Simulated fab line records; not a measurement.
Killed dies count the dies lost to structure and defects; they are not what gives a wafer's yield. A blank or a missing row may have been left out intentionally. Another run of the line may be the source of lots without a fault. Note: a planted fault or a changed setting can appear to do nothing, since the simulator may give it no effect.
Chamber matching | flow nand harc | NHARC_A_STAIRCASE_DESCUM_252 on rie diel-05 has 4 sister chambers
The step chemistry O2, time 3 s. 8 wafers are shown with their chamber, then 7 later ones without.

## WAFERS WITH THEIR CHAMBER
wafer  | chamber | showerhead plenum p Torr (Torr) | drypump motor current A (A)
L074.4 | 3       | 1.85                            | 5.8
L074.6 | 2       | 1.87                            | 6.1
L077.3 | 0       | 1.83                            | 5.4
L077.5 | 0       | 1.83                            | 5.4
L079.1 | 2       | 1.87                            | 6.1
L079.5 | 1       | 2.02                            | 6.5
L090.2 | 1       | 2.01                            | 6.6
L090.3 | 3       | 1.84                            | 5.7

## WAFERS WHOSE CHAMBER IS MISSING
wafer  | showerhead plenum p Torr (Torr) | drypump motor current A (A)
L090.6 | 1.86                            | 6.1
L092.3 | 1.86                            | 6.1
L092.5 | 1.84                            | 5.7
L092.6 | 1.86                            | 6.1
L094.2 | 1.82                            | 5.4
L094.3 | 2.01                            | 6.5
L094.5 | 1.82                            | 5.4

## WHICH CHAMBER EACH WENT THROUGH
wafer  | from the rows above | in truth
L090.6 | 2                   | 2
L092.3 | 2                   | 2
L092.5 | 3                   | 3
L092.6 | 2                   | 2
L094.2 | 0                   | 0
L094.3 | 1                   | 1
L094.5 | 0                   | 0
7 of 7 placed correctly. Left unplaced by these rows: 0. Placed wrongly: 0.
How it was worked out, from the rows above alone: a wafer's distance from a chamber is the root of the sum, over the readings, of the square of ((its reading less the chamber's mean) divided by the reading's scatter). The wafer belongs to the nearest chamber; if the next one is less than 2 further off, it can't be placed. Each chamber's mean is taken over the wafers shown for it. The scatter: the root of (the sum of the squares of (reading less its chamber's mean) over the shown wafers, divided by (wafers less chambers)).
